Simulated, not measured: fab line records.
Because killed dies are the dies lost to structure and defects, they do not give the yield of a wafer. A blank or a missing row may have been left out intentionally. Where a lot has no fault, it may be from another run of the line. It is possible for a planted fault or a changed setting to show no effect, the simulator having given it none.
Split-lot study :: flow n5_finfet :: 7 lots, 39 wafers read, on a route of 1938 steps

== ON THE SPLIT ==
At N5_GATE_CUT_DESCUM_18 (chemistry O2, time 7 s), the setting time_s was moved away from the recipe's 7 s on 15 of the 39 wafers read, by -47.0% to +39.4%. For the rest of the wafers, this setting stayed at what the recipe calls for.

== FROM THE SPLIT TO THE READING: what the file shows between them, 1 step ==
- N5_GATE_CUT_ETCH_28: etches underlayer in N2/H2, target depth 13 nm, time 10.4 s

== THE READING ==
CAR-EUV_of_GATE_CUT_COAT_07.thk_nm (the simulator's own value, which no gauge read), in nm, at N5_GATE_CUT_ETCH_36 (etches SiARC in CF4, target depth 13 nm, time 21.7 s). No usual value for it is given in the file. Here, 24 wafers ran the recipe; their average is 7.0 nm with a standard deviation of 0.16 nm.

wafer: L075.1
tool, chamber at the split: rie_diel-05, 0,3
time_s as run, s: 9.303
against the recipe: +32.9%
CAR-EUV_of_GATE_CUT_COAT_07.thk_nm, nm: 5.8
against lot-mates on the recipe: -1.2

wafer: L075.2
tool, chamber at the split: rie_diel-05, 1
time_s as run, s: 7
against the recipe: recipe
CAR-EUV_of_GATE_CUT_COAT_07.thk_nm, nm: 6.8
against lot-mates on the recipe: -

wafer: L075.3
tool, chamber at the split: rie_diel-05, 0,3
time_s as run, s: 9.303
against the recipe: +32.9%
CAR-EUV_of_GATE_CUT_COAT_07.thk_nm, nm: 6
against lot-mates on the recipe: -1.0

wafer: L075.5
tool, chamber at the split: rie_diel-05, 2
time_s as run, s: 9.303
against the recipe: +32.9%
CAR-EUV_of_GATE_CUT_COAT_07.thk_nm, nm: 6
against lot-mates on the recipe: -1.0

wafer: L075.4
tool, chamber at the split: rie_diel-05, 2
time_s as run, s: 7
against the recipe: recipe
CAR-EUV_of_GATE_CUT_COAT_07.thk_nm, nm: 7.2
against lot-mates on the recipe: -

wafer: L075.6
tool, chamber at the split: rie_diel-05, 1
time_s as run, s: 7
against the recipe: recipe
CAR-EUV_of_GATE_CUT_COAT_07.thk_nm, nm: 7
against lot-mates on the recipe: -

wafer: L076.2
tool, chamber at the split: rie_diel-03, 1,2,3
time_s as run, s: 7
against the recipe: recipe
CAR-EUV_of_GATE_CUT_COAT_07.thk_nm, nm: 6.8
against lot-mates on the recipe: -

wafer: L076.4
tool, chamber at the split: rie_diel-03, 1,2,3
time_s as run, s: 7
against the recipe: recipe
CAR-EUV_of_GATE_CUT_COAT_07.thk_nm, nm: 6.8
against lot-mates on the recipe: -

wafer: L076.5
tool, chamber at the split: rie_diel-03, 1,2,3
time_s as run, s: 7
against the recipe: recipe
CAR-EUV_of_GATE_CUT_COAT_07.thk_nm, nm: 7
against lot-mates on the recipe: -

wafer: L085.1
tool, chamber at the split: rie_diel-05, 1,3
time_s as run, s: 9.76
against the recipe: +39.4%
CAR-EUV_of_GATE_CUT_COAT_07.thk_nm, nm: 5.4
against lot-mates on the recipe: -1.6

wafer: L085.2
tool, chamber at the split: rie_diel-05, 0,2,3
time_s as run, s: 7
against the recipe: recipe
CAR-EUV_of_GATE_CUT_COAT_07.thk_nm, nm: 7
against lot-mates on the recipe: -

wafer: L085.3
tool, chamber at the split: rie_diel-05, 0,2,3
time_s as run, s: 7
against the recipe: recipe
CAR-EUV_of_GATE_CUT_COAT_07.thk_nm, nm: 7
against lot-mates on the recipe: -

wafer: L085.4
tool, chamber at the split: rie_diel-05, 0,2,3
time_s as run, s: 7
against the recipe: recipe
CAR-EUV_of_GATE_CUT_COAT_07.thk_nm, nm: 7
against lot-mates on the recipe: -

wafer: L085.5
tool, chamber at the split: rie_diel-05, 1,3
time_s as run, s: 9.76
against the recipe: +39.4%
CAR-EUV_of_GATE_CUT_COAT_07.thk_nm, nm: 5.6
against lot-mates on the recipe: -1.4

wafer: L085.6
tool, chamber at the split: rie_diel-05, 2
time_s as run, s: 9.76
against the recipe: +39.4%
CAR-EUV_of_GATE_CUT_COAT_07.thk_nm, nm: 5.8
against lot-mates on the recipe: -1.2

wafer: L086.1
tool, chamber at the split: rie_diel-03, 3
time_s as run, s: 7
against the recipe: recipe
CAR-EUV_of_GATE_CUT_COAT_07.thk_nm, nm: 7
against lot-mates on the recipe: -

wafer: L086.2
tool, chamber at the split: rie_diel-03, 2
time_s as run, s: 5.101
against the recipe: -27.1%
CAR-EUV_of_GATE_CUT_COAT_07.thk_nm, nm: 7.8
against lot-mates on the recipe: +0.6

wafer: L086.3
tool, chamber at the split: rie_diel-03, 0
time_s as run, s: 7
against the recipe: recipe
CAR-EUV_of_GATE_CUT_COAT_07.thk_nm, nm: 7.4
against lot-mates on the recipe: -

wafer: L086.4
tool, chamber at the split: rie_diel-03, 0,2
time_s as run, s: 5.101
against the recipe: -27.1%
CAR-EUV_of_GATE_CUT_COAT_07.thk_nm, nm: 8.4
against lot-mates on the recipe: +1.2

wafer: L086.5
tool, chamber at the split: rie_diel-03, 0,2
time_s as run, s: 5.101
against the recipe: -27.1%
CAR-EUV_of_GATE_CUT_COAT_07.thk_nm, nm: 8
against lot-mates on the recipe: +0.8

wafer: L086.6
tool, chamber at the split: rie_diel-03, 3
time_s as run, s: 7
against the recipe: recipe
CAR-EUV_of_GATE_CUT_COAT_07.thk_nm, nm: 7.2
against lot-mates on the recipe: -

wafer: L087.1
tool, chamber at the split: rie_diel-03, 0,3,0,2
time_s as run, s: 7
against the recipe: recipe
CAR-EUV_of_GATE_CUT_COAT_07.thk_nm, nm: 7.2
against lot-mates on the recipe: -

wafer: L087.5
tool, chamber at the split: rie_diel-03, 0,3,0,2
time_s as run, s: 7
against the recipe: recipe
CAR-EUV_of_GATE_CUT_COAT_07.thk_nm, nm: 7.2
against lot-mates on the recipe: -

wafer: L087.2
tool, chamber at the split: rie_diel-03, 2,3
time_s as run, s: 7
against the recipe: recipe
CAR-EUV_of_GATE_CUT_COAT_07.thk_nm, nm: 6.8
against lot-mates on the recipe: -

wafer: L087.4
tool, chamber at the split: rie_diel-03, 2,3
time_s as run, s: 7
against the recipe: recipe
CAR-EUV_of_GATE_CUT_COAT_07.thk_nm, nm: 6.8
against lot-mates on the recipe: -

wafer: L087.3
tool, chamber at the split: rie_diel-03, 0,3,0,2
time_s as run, s: 7
against the recipe: recipe
CAR-EUV_of_GATE_CUT_COAT_07.thk_nm, nm: 7
against lot-mates on the recipe: -

wafer: L087.6
tool, chamber at the split: rie_diel-03, 0,3,0,2
time_s as run, s: 7
against the recipe: recipe
CAR-EUV_of_GATE_CUT_COAT_07.thk_nm, nm: 7
against lot-mates on the recipe: -

wafer: L091.1
tool, chamber at the split: rie_diel-06, 1,0,2
time_s as run, s: 4.254
against the recipe: -39.2%
CAR-EUV_of_GATE_CUT_COAT_07.thk_nm, nm: 8.4
against lot-mates on the recipe: +1.3

wafer: L091.2
tool, chamber at the split: rie_diel-06, 1,0,2
time_s as run, s: 4.254
against the recipe: -39.2%
CAR-EUV_of_GATE_CUT_COAT_07.thk_nm, nm: 8.4
against lot-mates on the recipe: +1.3

wafer: L091.4
tool, chamber at the split: rie_diel-06, 1,0,2
time_s as run, s: 4.254
against the recipe: -39.2%
CAR-EUV_of_GATE_CUT_COAT_07.thk_nm, nm: 8.4
against lot-mates on the recipe: +1.3

wafer: L091.3
tool, chamber at the split: rie_diel-06, 3
time_s as run, s: 7
against the recipe: recipe
CAR-EUV_of_GATE_CUT_COAT_07.thk_nm, nm: 7
against lot-mates on the recipe: -

wafer: L091.5
tool, chamber at the split: rie_diel-06, 1
time_s as run, s: 7
against the recipe: recipe
CAR-EUV_of_GATE_CUT_COAT_07.thk_nm, nm: 7
against lot-mates on the recipe: -

wafer: L091.6
tool, chamber at the split: rie_diel-06, 0
time_s as run, s: 7
against the recipe: recipe
CAR-EUV_of_GATE_CUT_COAT_07.thk_nm, nm: 7.2
against lot-mates on the recipe: -

wafer: L095.1
tool, chamber at the split: rie_diel-05, 1,3
time_s as run, s: 7
against the recipe: recipe
CAR-EUV_of_GATE_CUT_COAT_07.thk_nm, nm: 6.8
against lot-mates on the recipe: -

wafer: L095.4
tool, chamber at the split: rie_diel-05, 1,3
time_s as run, s: 7
against the recipe: recipe
CAR-EUV_of_GATE_CUT_COAT_07.thk_nm, nm: 6.8
against lot-mates on the recipe: -

wafer: L095.2
tool, chamber at the split: rie_diel-05, 2,0,2
time_s as run, s: 3.713
against the recipe: -47.0%
CAR-EUV_of_GATE_CUT_COAT_07.thk_nm, nm: 8.6
against lot-mates on the recipe: +1.7

wafer: L095.6
tool, chamber at the split: rie_diel-05, 2,0,2
time_s as run, s: 3.713
against the recipe: -47.0%
CAR-EUV_of_GATE_CUT_COAT_07.thk_nm, nm: 8.6
against lot-mates on the recipe: +1.7

wafer: L095.3
tool, chamber at the split: rie_diel-05, 2,0,2
time_s as run, s: 3.713
against the recipe: -47.0%
CAR-EUV_of_GATE_CUT_COAT_07.thk_nm, nm: 8.4
against lot-mates on the recipe: +1.5

wafer: L095.5
tool, chamber at the split: rie_diel-05, 3
time_s as run, s: 7
against the recipe: recipe
CAR-EUV_of_GATE_CUT_COAT_07.thk_nm, nm: 7
against lot-mates on the recipe: -
When a row names more than one chamber, that row covers several wafers, and the file does not tell which wafer ran in which chamber.

FIT RESULTS
A straight line over all 39 wafers: CAR-EUV_of_GATE_CUT_COAT_07.thk_nm changes by -0.0345 nm for each +1% of time_s; r = -0.98; the points scatter about the line by 0.17 nm.
The same after taking each lot's own level away (the mean of its wafers on the recipe; 39 wafers): -0.0343 nm for each +1%; r = -0.98; scatter 0.14 nm.
According to that fit, moving time_s by its largest amount changes the reading by 1.6 nm.
Across the lots, their own levels run from 6.87 to 7.20 nm, a range of 2.0 times the standard deviation given above.
Hence the lot-to-lot level has little effect on the slope; both slopes agree.
Check: for one of the wafers moved furthest among these (-47.0%), held out of the fit, the line's prediction against its lot-mates is +1.6 nm. It came out at +1.73 nm against them.

== FURTHER SPLITS ON THESE WAFERS ==
Other splits were also applied to these wafers ahead of the reading. Each is held against what the fit with the lots' levels taken away leaves over:
other split on the same wafers: N5_FIN_SAQP_HM_DEP_03 time_s
wafers away from the commonest value: 15
r with CAR-EUV_of_GATE_CUT_COAT_07.thk_nm (lot level and that fit taken away): +0.14

other split on the same wafers: N5_DUMMY_GATE_ETCH_32 time_s
wafers away from the commonest value: 9
r with CAR-EUV_of_GATE_CUT_COAT_07.thk_nm (lot level and that fit taken away): +0.03

other split on the same wafers: N5_HKMG_FIN_ALD_71 ald_cycles
wafers away from the commonest value: 18
r with CAR-EUV_of_GATE_CUT_COAT_07.thk_nm (lot level and that fit taken away): -0.02

== THE WHOLE CHAIN: every reading that the file lists as answering this split, in the file's order ==
step: N5_GATE_CUT_DESCUM_18
what it does: chemistry O2, time 7 s
reading: CAR-EUV_of_GATE_CUT_COAT_07.thk_nm (the simulator's own value, which no gauge read)
change (the file's fit): -0.035 nm for each +1% of the setting
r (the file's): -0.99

step: N5_GATE_CUT_ETCH_36
what it does: etches SiARC in CF4, target depth 13 nm, time 21.7 s
reading: CAR-EUV_of_GATE_CUT_COAT_07.thk_nm (the simulator's own value, which no gauge read)
change (the file's fit): -0.0343 nm for each +1% of the setting
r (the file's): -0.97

== THE FILE'S OWN FIT ==
CAR-EUV_of_GATE_CUT_COAT_07.thk_nm changes by -0.0343 nm for each +1% of time_s, r = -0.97.
